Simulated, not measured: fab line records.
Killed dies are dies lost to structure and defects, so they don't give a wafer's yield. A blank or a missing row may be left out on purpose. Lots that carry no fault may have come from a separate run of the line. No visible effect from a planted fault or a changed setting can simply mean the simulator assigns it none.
fab line records ; flow n5-finfet ; part 1 of 2: steps 1 to 23 of 30
record lots=5; wafers=15; last-day=18
route steps=1938 shown BEOL_M13@1708 BEOL_M14@1716
lots with no fault: from the same line, run without faults
start-h: hours from the record's first day to the start of the lot's first wafer shown ; wait-h: hours since the lot's step before ; " unchanged from the row above ; L1.1+2: one row covering several wafers at once ; - value missing, or start not given ; * or withheld: withheld ; < > ~ a bound
route shown NAME@n: a module of which the file shows steps, and the number in the route of the first ; usual: mean/standard deviation taken from wafers without a fault ; same: alike in all rows ; chamber/n: place in a boat ; sites: the reading at each site ; _std_site: the values' standard deviation ; _edge_site: inner sites' mean taken away from outer sites' mean ; radius-mm: for every site, how far away it sits from the centre of the wafer ; mask NAME#n: copy n ; behind: the tool/chamber that last shaped the wafer ; hold: what put the lot on hold/how long, in hours/how the hold closed ; device: whichever transistor did not switch (one of n, p or np) ; end of line: the tests these same wafers got at the end of their route ; a step with no rows: only its recipe ; killed: dies lost to structure and defects at the first sort, not the wafer's yield ; map: per-die view of a wafer (x killed, . not killed, _ where there is no die)
set.NAME: the setting that was run; set.NAME@STEP: the one run at that earlier step ; model.NAME: the simulator's own value behind a step, which no gauge read
lots at some steps of the route; a table a step, a row a wafer
services: when a tool's chamber went out of use (start-h, in hours from the record's first day, below 0 if earlier), for how many hours, and the reason
## steps
# step N5_BEOL_M13_ECD_47
# recipe material=Cu; target-thk-a=9360
lot.wafer;tool;chamber;start-h;wait-h
L076.2+4+6;ecd-cu-01;0,1,0;255.21;0.1
L087.1+4+6;ecd-cu-01;1;331.92;0.1
L091.3+4+6;ecd-cu-02;0,1,0;347.57;0.1
L092.4+5+6;ecd-cu-01;0,1,0;367.14;0.1
L097.2+3+4;ecd-cu-01;0,0,1;412.92;0.1
# step N5_BEOL_M13_ANNEAL_48
# recipe temp-c=225; time-s=90; ambient=N2
# usual wafer_temp_C_max=226.2/0.71
lot.wafer;tool;chamber;start-h;wait-h;wafer_temp_C_max
L076.2;rtp-anneal-01;0;255.42;0.2;227.4
L076.4;rtp-anneal-01;0;255.42;0.2;227.2
L076.6;rtp-anneal-01;0;255.42;0.2;227.1
L087.1;rtp-anneal-02;0;332.74;0.8;225.6
L087.4;rtp-anneal-02;0;332.74;0.8;225.4
L087.6;rtp-anneal-02;0;332.74;0.8;225.5
L091.3;rtp-anneal-01;0;347.99;0.4;226.6
L091.4;rtp-anneal-01;0;347.99;0.4;227.0
L091.6;rtp-anneal-01;0;347.99;0.4;226.7
L092.4;rtp-anneal-01;0;367.64;0.5;227.5
L092.5;rtp-anneal-01;0;367.64;0.5;227.1
L092.6;rtp-anneal-01;0;367.64;0.5;226.7
L097.2;rtp-anneal-02;0;413.31;0.3;225.7
L097.3;rtp-anneal-02;0;413.31;0.3;225.6
L097.4;rtp-anneal-02;0;413.31;0.3;225.2
# step N5_BEOL_M13_CMP_49
# recipe stop-on=SiOC; t-overpolish-s=17.1; down-force-psi=1; platen-rpm=50; clearing-platen-down-force-psi=1.5; clearing-platen-rpm=50; post-cmp-clean=cu-alkaline; target-thk-nm=420; clearing-platen-pad-velocity-m-s=0.99484; pad-velocity-m-s=0.99484
# usual barrier-field-endpoint-s=30.1/0.74; motor-current-A=5.9/0.46; overpolish-run-s=17.100/0.0094
lot.wafer;tool;chamber;start-h;wait-h;barrier-field-endpoint-s;motor-current-A;overpolish-run-s
L076.4;cmp-01;3;255.67;0.1;30.9;6.6;17.115
L076.2;cmp-01;1;255.67;0.1;30.5;5.3;17.102
L076.6;cmp-01;0;255.67;0.1;30.9;6.4;17.093
L087.1;cmp-03;0;333.31;0.5;30.9;5.4;17.088
L087.4;cmp-03;1;333.31;0.5;31.4;5.9;17.100
L087.6;cmp-03;0;333.31;0.5;31.3;5.3;17.111
L091.4;cmp-03;3;348.24;0.2;30.6;5.9;17.091
L091.3;cmp-03;0;348.24;0.2;30.7;5.1;17.106
L091.6;cmp-03;3;348.24;0.2;30.1;6.4;17.095
L092.4;cmp-01;1;367.88;0.2;30.7;5.3;17.118
L092.6;cmp-01;3;367.88;0.2;31.9;6.5;17.105
L092.5;cmp-01;0;367.88;0.2;30.6;6.4;17.102
L097.4;cmp-02;1;413.62;0.2;30.3;6.0;17.103
L097.3;cmp-02;2;413.62;0.2;29.7;6.5;17.092
L097.2;cmp-02;3;413.62;0.2;29.1;5.6;17.100
# step N5_BEOL_M13_THK_MEAS_50
# recipe thk-meas-gauge=xrf; reads=Cu_of_BEOL_M13_ECD_47
# usual M13_THK=418/7.7
lot.wafer;tool;chamber;start-h;wait-h;M13_THK[nm]
L076.2;film-metro-01;-;255.97;-;417
L076.4;film-metro-01;-;255.97;-;417
L076.6;film-metro-01;-;255.97;-;413
L087.1;film-metro-01;-;333.60;-;412
L087.4;film-metro-01;-;333.60;-;422
L087.6;film-metro-01;-;333.60;-;414
L091.3;film-metro-02;-;348.50;-;409
L091.4;film-metro-02;-;348.50;-;414
L091.6;film-metro-02;-;348.50;-;411
L092.4;film-metro-02;-;368.10;-;419
L092.5;film-metro-02;-;368.10;-;424
L092.6;film-metro-02;-;368.10;-;424
L097.2;film-metro-01;-;413.87;-;413
L097.3;film-metro-01;-;413.87;-;418
L097.4;film-metro-01;-;413.87;-;414
# step N5_BEOL_M13_PRE_CLEAN_52
# recipe gas=NH3; time-s=15; temp-c=withheld; rf-power-w=300
lot.wafer;tool;chamber;start-h;wait-h
L076.2+4+6;pecvd-03;2,0,2;256.00;0.0
L087.1+4+6;pecvd-01;2;333.64;0.0
L091.3+4+6;pecvd-03;0,1,2;348.53;0.0
L092.4+5+6;pecvd-01;0,2,1;368.15;0.0
L097.2+3+4;pecvd-01;2,1,1;413.91;0.0
# step N5_BEOL_M13_DEP_53
# recipe material=SiCN; target-thk-a=500; temp-c=withheld; precursor=3MS/NH3; pressure-torr=3; rf-w=675; time-s=17.8
# usual chamber-pressure-Torr=3.000/0.0064; showerhead-plenum-p-Torr=4.171/0.02; showerhead-vpp-V=1644/62; throttle-valve-pct=17.8/1.3
lot.wafer;tool;chamber;start-h;wait-h;chamber-pressure-Torr;showerhead-plenum-p-Torr;showerhead-vpp-V;throttle-valve-pct
L076.2;pecvd-03;2;256.03;0.0;2.998;4.157;1604;17.4
L076.4;pecvd-03;0;256.03;0.0;3.005;4.175;1639;17.7
L076.6;pecvd-03;2;256.03;0.0;3.001;4.144;1631;17.6
L087.1;pecvd-01;2;333.67;0.0;3.001;4.178;1691;15.4
L087.4;pecvd-01;2;333.67;0.0;3.004;4.161;1704;15.7
L087.6;pecvd-01;2;333.67;0.0;2.997;4.174;1711;15.4
L091.3;pecvd-03;0;348.56;0.0;2.986;4.190;1612;17.4
L091.4;pecvd-03;1;348.56;0.0;2.994;4.208;1658;19.3
L091.6;pecvd-03;2;348.56;0.0;2.998;4.151;1628;17.9
L092.4;pecvd-01;0;368.18;0.0;2.993;4.197;1578;19.7
L092.5;pecvd-01;2;368.18;0.0;3.001;4.167;1702;15.6
L092.6;pecvd-01;1;368.18;0.0;3.004;4.152;1616;17.0
L097.2;pecvd-01;2;413.93;0.0;2.996;4.176;1696;15.6
L097.3;pecvd-01;1;413.93;0.0;3.002;4.153;1580;16.9
L097.4;pecvd-01;1;413.93;0.0;3.001;4.146;1580;17.3
# step N5_BEOL_M13_RS_MEAS_54
# recipe thk-meas-gauge=four-point-probe; reads=Cu_of_BEOL_M13_ECD_47+Ta_of_BEOL_M13_SPUTTER_44+TaN_of_BEOL_M13_SPUTTER_43
# usual M13_RS=0.0451/0.00075
lot.wafer;tool;chamber;start-h;wait-h;M13_RS[ohm/sq]
L076.2;film-metro-01;-;256.09;0.1;0.0457
L076.4;film-metro-01;-;256.09;0.1;0.0457
L076.6;film-metro-01;-;256.09;0.1;0.0461
L087.1;film-metro-01;-;333.76;0.1;0.0451
L087.4;film-metro-01;-;333.76;0.1;0.0442
L087.6;film-metro-01;-;333.76;0.1;0.0452
L091.3;film-metro-01;-;348.62;0.1;0.0466
L091.4;film-metro-01;-;348.62;0.1;0.0458
L091.6;film-metro-01;-;348.62;0.1;0.0461
L092.4;film-metro-02;-;368.23;0.0;0.0450
L092.5;film-metro-02;-;368.23;0.0;0.0447
L092.6;film-metro-02;-;368.23;0.0;0.0449
L097.2;film-metro-01;-;414.00;0.1;0.0452
L097.3;film-metro-01;-;414.00;0.1;0.0448
L097.4;film-metro-01;-;414.00;0.1;0.0454
# step N5_BEOL_M13_INSPECT_55
# recipe inspect-instrument=darkfield; mode=post-dep
# usual raw-defect-count=66/23
lot.wafer;tool;chamber;start-h;wait-h;raw-defect-count
L076.2;defect-inspect-02;-;256.12;0.0;86
L076.4;defect-inspect-02;-;256.12;0.0;97
L076.6;defect-inspect-02;-;256.12;0.0;149
L087.1;defect-inspect-02;-;333.78;0.0;37
L087.4;defect-inspect-02;-;333.78;0.0;46
L087.6;defect-inspect-02;-;333.78;0.0;84
L091.3;defect-inspect-01;-;348.65;0.0;67
L091.4;defect-inspect-01;-;348.65;0.0;80
L091.6;defect-inspect-01;-;348.65;0.0;73
L092.4;defect-inspect-02;-;368.25;0.0;36
L092.5;defect-inspect-02;-;368.25;0.0;72
L092.6;defect-inspect-02;-;368.25;0.0;39
L097.2;defect-inspect-02;-;414.03;0.0;60
L097.3;defect-inspect-02;-;414.03;0.0;64
L097.4;defect-inspect-02;-;414.03;0.0;70
# step N5_BEOL_M14_ILD_DEP_00
# recipe material=SiO2; target-thk-a=11193; temp-c=400; precursor=TEOS/O2; pressure-torr=6.5; rf-w=900; teos-flow-sccm=161.4; gas=O2; flow-sccm=2650; time-s=237.4
# usual chamber-pressure-Torr=6.500/0.014; heater-power-outer-w=291/51; heater-power-w=565/66; showerhead-plenum-p-Torr=8.35/0.037; showerhead-vpp-V=1895/80; throttle-valve-pct=19.3/1.8
lot.wafer;tool;chamber;start-h;wait-h;chamber-pressure-Torr;heater-power-outer-w;heater-power-w;showerhead-plenum-p-Torr;showerhead-vpp-V;throttle-valve-pct
L076.2;pecvd-04;0;256.16;0.0;6.498;342;630;8.36;1954;23.2
L076.4;pecvd-04;0;256.16;0.0;6.526;232;466;8.33;1902;23.1
L076.6;pecvd-04;2;256.16;0.0;6.502;238;511;8.28;1760;17.4
L087.1;pecvd-02;1;333.82;0.0;6.507;394;685;8.40;1915;18.9
L087.4;pecvd-02;1;333.82;0.0;6.515;289;518;8.38;1898;18.5
L087.6;pecvd-02;2;333.82;0.0;6.479;326;595;8.36;1878;19.3
L091.3;pecvd-04;0;348.69;0.0;6.484;279;534;8.33;1902;23.2
L091.4;pecvd-04;2;348.69;0.0;6.539;334;631;8.29;1755;17.7
L091.6;pecvd-04;0;348.69;0.0;6.488;318;584;8.33;1919;23.2
L092.4;pecvd-03;0;368.37;0.1;6.522;281;587;8.36;1886;18.1
L092.5;pecvd-03;1;368.37;0.1;6.502;174;396;8.44;1941;19.9
L092.6;pecvd-03;2;368.37;0.1;6.526;376;677;8.34;1850;18.4
L097.2;pecvd-02;1;414.06;0.0;6.496;292;534;8.38;1906;18.6
L097.3;pecvd-02;0;414.06;0.0;6.504;337;631;8.30;2099;17.3
L097.4;pecvd-02;0;414.06;0.0;6.497;227;494;8.29;2104;17.2
# step N5_BEOL_M14_THK_MEAS_01
# recipe reads=SiO2_of_BEOL_M14_ILD_DEP_00
# usual M14_ILD_THK=1115/15
lot.wafer;tool;chamber;start-h;wait-h;M14_ILD_THK[nm]
L076.2;film-metro-01;-;256.35;0.1;1110
L076.4;film-metro-01;-;256.35;0.1;1120
L076.6;film-metro-01;-;256.35;0.1;1129
L087.1;film-metro-01;-;334.09;0.2;1102
L087.4;film-metro-01;-;334.09;0.2;1121
L087.6;film-metro-01;-;334.09;0.2;1103
L091.3;film-metro-01;-;348.88;0.1;1092
L091.4;film-metro-01;-;348.88;0.1;1107
L091.6;film-metro-01;-;348.88;0.1;1105
L092.4;film-metro-02;-;368.48;0.0;1129
L092.5;film-metro-02;-;368.48;0.0;1144
L092.6;film-metro-02;-;368.48;0.0;1120
L097.2;film-metro-02;-;414.25;0.1;1111
L097.3;film-metro-02;-;414.25;0.1;1113
L097.4;film-metro-02;-;414.25;0.1;1129
# step N5_BEOL_M14_COAT_58
# recipe resist=BARC; temp-c=205; time-s=60; spin-rpm=1500; resist-thk-nm=89
# usual exhaust-pa=44.8/0.96
lot.wafer;tool;chamber;start-h;wait-h;exhaust-pa
L076.2;litho-track-03;0;256.38;0.0;44.3
L076.4;litho-track-03;0;256.38;0.0;44.8
L076.6;litho-track-03;0;256.38;0.0;44.6
L087.1;litho-track-01;0;334.12;0.0;44.8
L087.4;litho-track-01;0;334.12;0.0;45.1
L087.6;litho-track-01;0;334.12;0.0;45.3
L091.3;litho-track-01;0;348.91;0.0;44.6
L091.4;litho-track-01;0;348.91;0.0;45.8
L091.6;litho-track-01;0;348.91;0.0;45.7
L092.4;litho-track-04;0;368.51;0.0;43.5
L092.5;litho-track-04;0;368.51;0.0;44.8
L092.6;litho-track-04;0;368.51;0.0;43.0
L097.2;litho-track-04;0;414.29;0.0;44.3
L097.3;litho-track-04;0;414.29;0.0;43.4
L097.4;litho-track-04;0;414.29;0.0;44.3
# step N5_BEOL_M14_COAT_04
# recipe spin-rpm=1704; resist-thk-nm=800
# usual exhaust-pa=45.0/0.78
lot.wafer;tool;chamber;start-h;wait-h;exhaust-pa
L076.2;litho-track-03;0;-;-;44.3
L076.4;litho-track-03;0;-;-;44.7
L076.6;litho-track-03;0;-;-;45.5
L087.1;litho-track-01;0;-;-;44.7
L087.4;litho-track-01;0;-;-;44.2
L087.6;litho-track-01;0;-;-;44.2
L091.3;litho-track-01;0;-;-;45.1
L091.4;litho-track-01;0;-;-;44.4
L091.6;litho-track-01;0;-;-;43.4
L092.4;litho-track-04;0;-;-;45.3
L092.5;litho-track-04;0;-;-;44.9
L092.6;litho-track-04;0;-;-;43.7
L097.2;litho-track-04;0;-;-;44.9
L097.3;litho-track-04;0;-;-;44.3
L097.4;litho-track-04;0;-;-;45.4
# step N5_BEOL_M14_EBR_06
# recipe solvent=PGMEA; ebr-width-mm=1.5
# usual exhaust-pa=44.9/0.94
lot.wafer;tool;chamber;start-h;wait-h;exhaust-pa
L076.2;litho-track-03;0;-;-;46.1
L076.4;litho-track-03;0;-;-;45.7
L076.6;litho-track-03;0;-;-;45.2
L087.1;litho-track-01;0;-;-;45.3
L087.4;litho-track-01;0;-;-;45.9
L087.6;litho-track-01;0;-;-;45.8
L091.3;litho-track-01;0;-;-;44.5
L091.4;litho-track-01;0;-;-;45.2
L091.6;litho-track-01;0;-;-;45.0
L092.4;litho-track-04;0;-;-;44.2
L092.5;litho-track-04;0;-;-;43.2
L092.6;litho-track-04;0;-;-;46.1
L097.2;litho-track-04;0;-;-;46.1
L097.3;litho-track-04;0;-;-;44.6
L097.4;litho-track-04;0;-;-;44.7
# step N5_BEOL_M14_SOFTBAKE_05
# recipe temp-c=130; time-s=60
# usual exhaust-pa=44.9/0.88
lot.wafer;tool;chamber;start-h;wait-h;exhaust-pa
L076.2;litho-track-03;0;-;-;44.7
L076.4;litho-track-03;0;-;-;43.9
L076.6;litho-track-03;0;-;-;43.9
L087.1;litho-track-01;0;-;-;45.0
L087.4;litho-track-01;0;-;-;44.9
L087.6;litho-track-01;0;-;-;43.9
L091.3;litho-track-01;0;-;-;44.4
L091.4;litho-track-01;0;-;-;44.5
L091.6;litho-track-01;0;-;-;44.1
L092.4;litho-track-04;0;-;-;45.2
L092.5;litho-track-04;0;-;-;45.8
L092.6;litho-track-04;0;-;-;46.0
L097.2;litho-track-04;0;-;-;44.9
L097.3;litho-track-04;0;-;-;46.6
L097.4;litho-track-04;0;-;-;45.8
# step N5_BEOL_M14_EXPOSE_07
# recipe mask-id=V13; na=0.8; source-shape=annular; sigma-inner=0.5; sigma-outer=0.8; polarization=unpolarized; attpsm-phase-deg=180; dose-mj=57
lot.wafer;tool;chamber;start-h;wait-h;mask
L076.2+4+6;krf-scanner-02;0;256.48;-;V13#0
L087.1+4+6;krf-scanner-01;0;334.34;-;V13#0
L091.3+4+6;krf-scanner-01;0;349.15;-;V13#0
L092.4+5+6;krf-scanner-01;0;368.75;-;V13#0
L097.2+3+4;krf-scanner-02;0;414.39;-;V13#0
# step N5_BEOL_M14_PEB_08
# recipe peb-temp-c=130; peb-time-s=90
# usual exhaust-pa=44.9/0.84
lot.wafer;tool;chamber;start-h;wait-h;exhaust-pa
L076.2;litho-track-03;0;256.54;0.0;45.3
L076.4;litho-track-03;0;256.54;0.0;45.5
L076.6;litho-track-03;0;256.54;0.0;44.5
L087.1;litho-track-01;0;334.40;0.1;47.0
L087.4;litho-track-01;0;334.40;0.1;45.5
L087.6;litho-track-01;0;334.40;0.1;44.8
L091.3;litho-track-04;0;349.20;0.0;43.2
L091.4;litho-track-04;0;349.20;0.0;43.9
L091.6;litho-track-04;0;349.20;0.0;44.3
L092.4;litho-track-01;0;368.80;0.0;44.0
L092.5;litho-track-01;0;368.80;0.0;45.0
L092.6;litho-track-01;0;368.80;0.0;45.2
L097.2;litho-track-01;0;414.45;0.0;43.9
L097.3;litho-track-01;0;414.45;0.0;44.3
L097.4;litho-track-01;0;414.45;0.0;45.3
# step N5_BEOL_M14_DEVELOP_09
# recipe develop-time-s=45; rinse-liquid=diw; dry=air-spin; dev-temp-c=21
# usual exhaust-pa=45.1/0.85
lot.wafer;tool;chamber;start-h;wait-h;exhaust-pa
L076.2;litho-track-03;0;-;-;44.1
L076.4;litho-track-03;0;-;-;43.8
L076.6;litho-track-03;0;-;-;45.1
L087.1;litho-track-01;0;-;-;45.6
L087.4;litho-track-01;0;-;-;46.0
L087.6;litho-track-01;0;-;-;44.8
L091.3;litho-track-04;0;-;-;44.7
L091.4;litho-track-04;0;-;-;46.1
L091.6;litho-track-04;0;-;-;45.7
L092.4;litho-track-01;0;-;-;44.8
L092.5;litho-track-01;0;-;-;45.9
L092.6;litho-track-01;0;-;-;44.5
L097.2;litho-track-01;0;-;-;44.6
L097.3;litho-track-01;0;-;-;44.5
L097.4;litho-track-01;0;-;-;46.2
# step N5_BEOL_M14_HARDBAKE_14
# recipe temp-c=130; time-s=120
# usual exhaust-pa=45.2/0.86
lot.wafer;tool;chamber;start-h;wait-h;exhaust-pa
L076.2;litho-track-03;0;-;-;44.1
L076.4;litho-track-03;0;-;-;45.1
L076.6;litho-track-03;0;-;-;44.6
L087.1;litho-track-01;0;-;-;46.2
L087.4;litho-track-01;0;-;-;44.9
L087.6;litho-track-01;0;-;-;46.3
L091.3;litho-track-04;0;-;-;44.3
L091.4;litho-track-04;0;-;-;45.4
L091.6;litho-track-04;0;-;-;45.1
L092.4;litho-track-01;0;-;-;45.5
L092.5;litho-track-01;0;-;-;45.8
L092.6;litho-track-01;0;-;-;46.1
L097.2;litho-track-01;0;-;-;44.4
L097.3;litho-track-01;0;-;-;44.0
L097.4;litho-track-01;0;-;-;45.5
# step N5_BEOL_M14_CD_MEAS_10
# recipe target-cd-nm=250; landing-energy-ev=500; detector=se-inlens; polarity=opening
# usual cd-nm=249.2/1.9
lot.wafer;tool;chamber;start-h;wait-h;cd-nm
L076.2;cd-sem-02;0;256.65;-;247.6
L076.4;cd-sem-02;0;256.65;-;247.5
L076.6;cd-sem-02;0;256.65;-;248.3
L087.1;cd-sem-02;0;334.52;-;246.2
L087.4;cd-sem-02;0;334.52;-;247.7
L087.6;cd-sem-02;0;334.52;-;250.2
L091.3;cd-sem-03;0;349.31;-;251.5
L091.4;cd-sem-03;0;349.31;-;249.5
L091.6;cd-sem-03;0;349.31;-;251.7
L092.4;cd-sem-01;0;368.91;-;250.2
L092.5;cd-sem-01;0;368.91;-;248.0
L092.6;cd-sem-01;0;368.91;-;250.2
L097.2;cd-sem-02;0;414.56;-;249.0
L097.3;cd-sem-02;0;414.56;-;248.3
L097.4;cd-sem-02;0;414.56;-;247.8
# step N5_BEOL_M14_OVL_MEAS_11
# recipe points-per-wafer=44
# usual V13_OVL=-1/5.2
lot.wafer;tool;chamber;start-h;wait-h;V13_OVL[nm]
L076.2;overlay-01;0;256.68;0.0;-1
L076.4;overlay-01;0;256.68;0.0;-11
L076.6;overlay-01;0;256.68;0.0;-3
L087.1;overlay-02;0;334.55;0.0;-2
L087.4;overlay-02;0;334.55;0.0;-3
L087.6;overlay-02;0;334.55;0.0;0
L091.3;overlay-02;0;349.34;0.0;5
L091.4;overlay-02;0;349.34;0.0;6
L091.6;overlay-02;0;349.34;0.0;3
L092.4;overlay-01;0;368.94;0.0;3
L092.5;overlay-01;0;368.94;0.0;1
L092.6;overlay-01;0;368.94;0.0;-3
L097.2;overlay-01;0;414.59;0.0;4
L097.3;overlay-01;0;414.59;0.0;-1
L097.4;overlay-01;0;414.59;0.0;-5
# step N5_BEOL_M14_INSPECT_12
# recipe mode=adi; inspect-instrument=macro
# usual raw-defect-count=1.9/1.3
lot.wafer;tool;chamber;start-h;wait-h;raw-defect-count
L076.2;defect-inspect-02;-;256.71;0.0;2
L076.4;defect-inspect-02;-;256.71;0.0;2
L076.6;defect-inspect-02;-;256.71;0.0;2
L087.1;defect-inspect-02;-;334.57;0.0;2
L087.4;defect-inspect-02;-;334.57;0.0;0
L087.6;defect-inspect-02;-;334.57;0.0;6
L091.3;defect-inspect-01;-;349.37;0.0;2
L091.4;defect-inspect-01;-;349.37;0.0;4
L091.6;defect-inspect-01;-;349.37;0.0;2
L092.4;defect-inspect-02;-;368.97;0.0;5
L092.5;defect-inspect-02;-;368.97;0.0;3
L092.6;defect-inspect-02;-;368.97;0.0;1
L097.2;defect-inspect-01;-;414.61;0.0;4
L097.3;defect-inspect-01;-;414.61;0.0;1
L097.4;defect-inspect-01;-;414.61;0.0;1
# step N5_BEOL_M14_DESCUM_15
# recipe chemistry=O2; time-s=7.9; source-power-w=50; bias-power-w=20; pressure-mtorr=20; rf-frequency-hz=2.712e+07; temp-c=40; o2-flow-sccm=225
# usual bias-power-w=20.00/0.062; chamber-pressure-mTorr=19.999/0.02; drypump-motor-current-A=5.5/0.44; oes-product-au=0.81/0.066; rf-vpp-V=243.3/1.4; showerhead-plenum-p-Torr=2.10/0.077; throttle-valve-pct=20.38/0.23
lot.wafer;tool;chamber;start-h;wait-h;bias-power-w;chamber-pressure-mTorr;drypump-motor-current-A;oes-product-au;rf-hours-counter-h;rf-vpp-V;showerhead-plenum-p-Torr;throttle-valve-pct
L076.2;rie-diel-01;2;256.74;0.0;19.99;19.979;5.1;0.92;26;242.0;2.05;19.97
L076.4;rie-diel-01;2;256.74;0.0;20.09;19.987;5.1;0.93;-;241.6;2.05;19.96
L076.6;rie-diel-01;1;256.74;0.0;19.89;19.998;6.7;0.88;-;243.2;2.04;20.47
L087.1;rie-diel-06;3;334.64;0.1;20.02;19.995;5.3;0.84;70;240.9;2.04;20.14
L087.4;rie-diel-06;2;334.64;0.1;20.14;19.999;5.5;0.79;109;242.6;2.11;20.77
L087.6;rie-diel-06;0;334.64;0.1;19.93;20.024;5.6;0.87;-;243.7;2.22;20.37
L091.3;rie-diel-06;2;349.41;0.0;20.07;19.989;5.5;0.78;113;242.3;2.10;20.76
L091.4;rie-diel-06;0;349.41;0.0;19.92;19.973;5.5;0.86;60;245.3;2.22;20.37
L091.6;rie-diel-06;1;349.41;0.0;19.94;20.009;4.9;0.74;-;243.0;2.08;20.30
L092.4;rie-diel-06;0;369.00;0.0;19.95;20.029;5.5;0.85;68;245.6;2.22;20.39
L092.5;rie-diel-06;0;369.00;0.0;20.01;19.993;5.5;0.86;-;244.3;2.22;20.41
L092.6;rie-diel-06;1;369.00;0.0;19.95;20.029;4.9;0.74;-;242.8;2.08;20.30
L097.2;rie-diel-06;0;414.73;0.1;19.86;19.999;5.5;0.83;85;245.9;2.21;20.42
L097.3;rie-diel-06;2;414.73;0.1;19.99;20.013;5.5;0.76;136;242.9;2.10;20.81
L097.4;rie-diel-06;3;414.73;0.1;19.96;19.982;5.3;0.80;100;242.3;2.03;20.19
# step N5_BEOL_M14_ETCH_59
# recipe chemistry=N2/H2; target=BARC; target-depth-a=890; overetch-a=267; time-s=67.9; ion-energy-ev=200; pressure-mtorr=30; source-w=840; bias-w=150; n2-flow-sccm=200; h2-flow-sccm=200
# usual chamber-pressure-mTorr=30.003/0.03; drypump-motor-current-A=5.5/0.44; oes-product-au=0.70/0.052; rf-vpp-V=524.0/2.7; showerhead-plenum-p-Torr=2.55/0.092; throttle-valve-pct=17.82/0.22
lot.wafer;tool;chamber;start-h;wait-h;chamber-pressure-mTorr;drypump-motor-current-A;oes-product-au;rf-hours-counter-h;rf-vpp-V;showerhead-plenum-p-Torr;throttle-valve-pct
L076.2;rie-diel-01;2;256.78;0.0;29.953;5.1;0.78;26;521.3;2.49;17.43
L076.4;rie-diel-01;2;256.78;0.0;29.986;5.1;0.79;-;522.7;2.48;17.44
L076.6;rie-diel-01;1;256.78;0.0;29.985;6.7;0.76;-;521.3;2.48;17.91
L087.1;rie-diel-06;3;334.68;0.0;29.977;5.2;0.71;70;522.4;2.47;17.57
L087.4;rie-diel-06;2;334.68;0.0;30.023;5.5;0.68;109;524.2;2.56;18.14
L087.6;rie-diel-06;0;334.68;0.0;29.976;5.5;0.74;-;528.6;2.70;17.86
L091.3;rie-diel-06;2;349.44;0.0;30.018;5.5;0.68;113;523.6;2.56;18.15
L091.4;rie-diel-06;0;349.44;0.0;29.992;5.5;0.73;60;528.4;2.70;17.87
L091.6;rie-diel-06;1;349.44;0.0;29.986;4.9;0.65;-;523.4;2.53;17.71
L092.4;rie-diel-06;0;369.03;0.0;30.022;5.5;0.73;68;528.7;2.69;17.90
L092.5;rie-diel-06;0;369.03;0.0;30.040;5.5;0.72;-;526.2;2.69;17.89
L092.6;rie-diel-06;1;369.03;0.0;29.999;4.9;0.65;-;522.1;2.52;17.74
L097.2;rie-diel-06;0;414.77;0.0;30.016;5.5;0.71;85;526.7;2.68;17.92
L097.3;rie-diel-06;2;414.77;0.0;29.983;5.5;0.65;136;525.2;2.55;18.21
L097.4;rie-diel-06;3;414.77;0.0;30.019;5.3;0.68;100;522.5;2.46;17.62
